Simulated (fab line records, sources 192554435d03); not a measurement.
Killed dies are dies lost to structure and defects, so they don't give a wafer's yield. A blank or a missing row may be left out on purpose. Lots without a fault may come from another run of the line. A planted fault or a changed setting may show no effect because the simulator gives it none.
Chamber matching | flow n5_finfet | N5_BEOL_M9_STRIP_67 on rie_diel-05: 4 sister chambers
The step strips in CF4. 4 wafers are shown with their chamber, then 9 later ones without.

WAFERS WITH THEIR CHAMBER
wafer  | chamber | drypump_motor_current_A (A)
L083.4 | 3       | 5.1
L086.1 | 2       | 6.2
L086.2 | 0       | 5.2
L086.4 | 1       | 5.6

WAFERS WITHOUT THEIR CHAMBER
wafer  | drypump_motor_current_A (A)
L088.2 | 6.2
L088.3 | 5.2
L088.5 | 6.1
L089.1 | 5.2
L089.3 | 6.2
L089.4 | 6.2
L097.1 | 5.6
L097.3 | 5.2
L097.5 | 5.1

WHICH CHAMBER EACH WENT THROUGH
wafer  | from the rows above | in truth
L088.2 | 2                   | 2
L088.3 | 0                   | 0
L088.5 | 2                   | 2
L089.1 | 0                   | 0
L089.3 | 2                   | 2
L089.4 | 2                   | 2
L097.1 | 1                   | 1
L097.3 | 0                   | 0
L097.5 | 3                   | 3
Placed correctly: 9 of 9. Can't be placed from these rows: 0. Placed wrongly: 0.
How it was worked out, from the rows above alone: a wafer's distance from a chamber is the root of the sum, over the readings, of the square of ((its reading less the chamber's mean) divided by the reading's scatter). The wafer belongs to the nearest chamber; if the next one is less than 2 further off, it can't be placed. A chamber's mean is the mean of its shown wafers. The scatter: with one shown wafer a chamber, the root of the mean of the squares of how far each hidden wafer lies from its nearest shown one.
